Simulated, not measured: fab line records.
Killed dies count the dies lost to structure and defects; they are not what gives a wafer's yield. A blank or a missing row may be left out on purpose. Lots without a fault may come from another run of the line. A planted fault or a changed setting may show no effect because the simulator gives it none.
Problem report in the 8D (eight disciplines) form, filled by code    flow nand harc    the parts of the form that need people (team, actions taken, sign-off) are left out

## 1. WHAT WENT WRONG
Mean of susceptor temp C at NHARC_A_CHANNEL_FILL_D1_ALD_15: 660.4 C over 3 wafers from 1 lot, against 630.0 C (standard deviation 0.33) on wafers with no fault. Relative to the usual mean, that is a shift of +92 standard deviations.
The step: deposits SiNx, target thk 2 nm, pulse time 60 s, ald cycles 19.
First observed at day 16 09:22: wafer L460.2, on ald sin batch-02. The record has a number at this step for 15 wafers belonging to 5 lots. Rule for "out", or "out of limits": more than 4 standard deviations from the usual mean. The rest of the wafers with a number are treated as sound.

## 2. WHAT IT IS AND WHAT IT IS NOT
question                     is                      is not
which readings at this step  susceptor temp C        -
which lots                   L460                    L444, L446, L447, L452
which wafers of those lots   all that have a number  -
read on which tools          ald sin batch-02        ald sin batch-01
when                         from day 16 09:22       up to then (12 sound wafers)

## 3. WHAT RULES OUT EACH SUSPECT
Counting: any tool at a process step up to the reading is kept as a suspect provided that every lot that is out went through it and no sound lot did after the first of them.
- rie diel-11 at NHARC_A_CHANNEL_HOLE_D1_ETCH_16 (etches the open film in O2/COS, target depth 3100 nm, time 806 s): kept. It ran the lot that is out, L460 (day 15 17:17), and no sound lot after that; its last sound lot up to then is L447 (day 9 21:49). Because NHARC_A_CHANNEL_HOLE_D1_ETCH_16 lacks a start for some lots, the hours and order of its lots are taken from NHARC_A_CHANNEL_HOLE_D1_ETCH_21.
- har etch-02 at NHARC_A_CHANNEL_HOLE_D1_ETCH_21 (etches the open film in C4F8/O2/Ar, time 514.3 s, target depth 1600 nm): kept. It ran the lot that is out, L460 (day 15 17:17), and no sound lot after that; its last sound lot up to then is L452 (day 11 20:20).
- ald sin batch-02 at NHARC_A_CHANNEL_FILL_D1_ALD_15 (deposits SiNx, target thk 2 nm, pulse time 60 s, ald cycles 19): kept. It ran the lot that is out, L460 (day 16 09:22), and no sound lot after that; its last sound lot up to then is L446 (day 10 13:51). Its own readings are out on those wafers: susceptor temp C.
rie diel-11 at NHARC_A_CHANNEL_HOLE_D1_ETCH_16, har etch-02 at NHARC_A_CHANNEL_HOLE_D1_ETCH_21 and ald sin batch-02 at NHARC_A_CHANNEL_FILL_D1_ALD_15 are what is left after counting.

## 4. THE CAUSE (what the simulator had put in)
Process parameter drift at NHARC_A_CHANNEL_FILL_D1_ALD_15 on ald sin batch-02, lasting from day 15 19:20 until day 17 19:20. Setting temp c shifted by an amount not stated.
Counting left 3 suspects, and this tool is among them.

## 5. THE EFFECT CHAIN, in route order
One row per reading whose mean, taken over the struck wafers that have a number, lies over 3 standard deviations from the usual. Readings are gone through only where the record gives a usual standard deviation; hours: the median, over the lots, of the time from a lot's start at the first step in this table giving one to that lot's start at this step; sigmas: the change measured in usual standard deviations.
hours  step                            reading           usual    on struck wafers  change  sigmas
0      NHARC_A_CHANNEL_FILL_D1_ALD_15  susceptor temp C  630.0 C  660.4             +30.4   +92
The process steps in it:
- NHARC_A_CHANNEL_FILL_D1_ALD_15: deposits SiNx, target thk 2 nm, pulse time 60 s, ald cycles 19.

## 6. WHAT WOULD HAVE CAUGHT IT SOONER
In this record the first reading out of limits was taken at day 16 09:22, 14 hours after the fault began at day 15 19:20.
